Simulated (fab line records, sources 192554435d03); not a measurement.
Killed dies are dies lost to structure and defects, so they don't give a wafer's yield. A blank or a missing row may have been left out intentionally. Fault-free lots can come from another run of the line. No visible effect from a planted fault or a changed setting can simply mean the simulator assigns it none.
2 desks looking at one fault -- flow n5_finfet -- numbers are kept per desk, each desk with only its own; the story behind them comes last

## FROM THE METROLOGY DESK
What the gauges read, lot by lot, whatever tool the lot ran on: means of the sampled wafers that have a number. A lot is out of limits, marked OUT, if its mean lies more than 4 standard deviations from the usual mean; the brackets give that distance. It has 12 readings; the 7 that lie furthest out on some lot are the ones shown.
Columns: A = cd_nm at N5_BEOL_M1_CD_MEAS_28, usual 24.00 nm; B = DIBL_N at N5_BEOL_M4_RC_MEAS_101, usual 36.0 mV/V; C = IOFF_P at N5_BEOL_M4_RC_MEAS_101, usual 0.21 nA/um; D = ION_N at N5_BEOL_M4_RC_MEAS_101, usual 672 uA/um; E = ION_P at N5_BEOL_M4_RC_MEAS_101, usual 461 uA/um; F = SS_N at N5_BEOL_M4_RC_MEAS_101, usual 71.4 mV/dec; G = SS_P at N5_BEOL_M4_RC_MEAS_101, usual 73.2 mV/dec
lot,first seen here,A,B,C,D,E,F,G
L466,day 6 07:21,24.15,35.0,0.19,677,458,71.1,73.6
L467,day 6 12:28,23.86,32.6,0.17,672,462,70.6,72.2
L470,day 7 05:22,24.18,34.4,0.19,666,461,70.6,73.1
L472,day 7 15:17,24.03,34.4,0.18,662,457,70.8,72.3
L471,day 7 15:32,24.02,35.9,0.23,667,463,71.7,73.7
L479,day 9 09:06,24.01,36.7,0.22,677,465,71.7,73.4
L485,day 10 20:33,24.00,34.1,0.17,651,451,70.3,72.1
L486,day 11 04:39,24.16,37.3,0.20,687,461,71.8,73.0
L488,day 11 14:03,24.03,36.5,0.22,689,466,71.9,73.8
L489,day 11 21:24,24.30,36.6,0.22,679,468,71.3,73.1
This desk's verdict: no lot among the 10 shows anything out of limits.

## TOOL OWNER'S DESK, rie_diel-02
The tool's own readings at N5_BEOL_M1_VIA_ETCH_34 (etches the open film in C4F6/O2, target depth 67.8 nm, time 64.4 s): means of the sampled wafers that have a number, for each lot that ran on this tool. A lot is out of limits, marked OUT, if its mean lies more than 4 standard deviations from the usual mean; the brackets give that distance.
Columns: A = chamber_pressure_mTorr at N5_BEOL_M1_VIA_ETCH_34, usual 15.000 mTorr; B = drypump_motor_current_A at N5_BEOL_M1_VIA_ETCH_34, usual 5.95 A; C = oes_product_au at N5_BEOL_M1_VIA_ETCH_34, usual 0.83 a.u.; D = rf_vpp_V at N5_BEOL_M1_VIA_ETCH_34, usual 667 V; E = run_length_s at N5_BEOL_M1_VIA_ETCH_34, usual 87.5 s; F = showerhead_plenum_p_Torr at N5_BEOL_M1_VIA_ETCH_34, usual 2.91 Torr; G = throttle_valve_pct at N5_BEOL_M1_VIA_ETCH_34, usual 30.84 %
lot,first seen here,A,B,C,D,E,F,G
L466,day 6 10:24,15.002,5.69,0.74,671,87.9,2.90,30.91
L467,day 6 14:09,14.980,6.24,0.86,659,87.7,2.94,30.58
L472,day 7 17:28,14.996,5.83,0.88,666,89.0,2.95,30.90
L471,day 7 22:14,15.006,5.81,0.88,667,88.8,2.95,30.90
L485,day 10 22:48,14.989,6.22,0.74,663,87.6,2.86,30.57
This desk's verdict: no lot among the 5 shows anything out of limits.

## ALL TOGETHER
The metrology desk saw nothing out of limits.
The tool owner's desk saw nothing out of limits.

## WHAT THE SIMULATOR HAD PUT IN
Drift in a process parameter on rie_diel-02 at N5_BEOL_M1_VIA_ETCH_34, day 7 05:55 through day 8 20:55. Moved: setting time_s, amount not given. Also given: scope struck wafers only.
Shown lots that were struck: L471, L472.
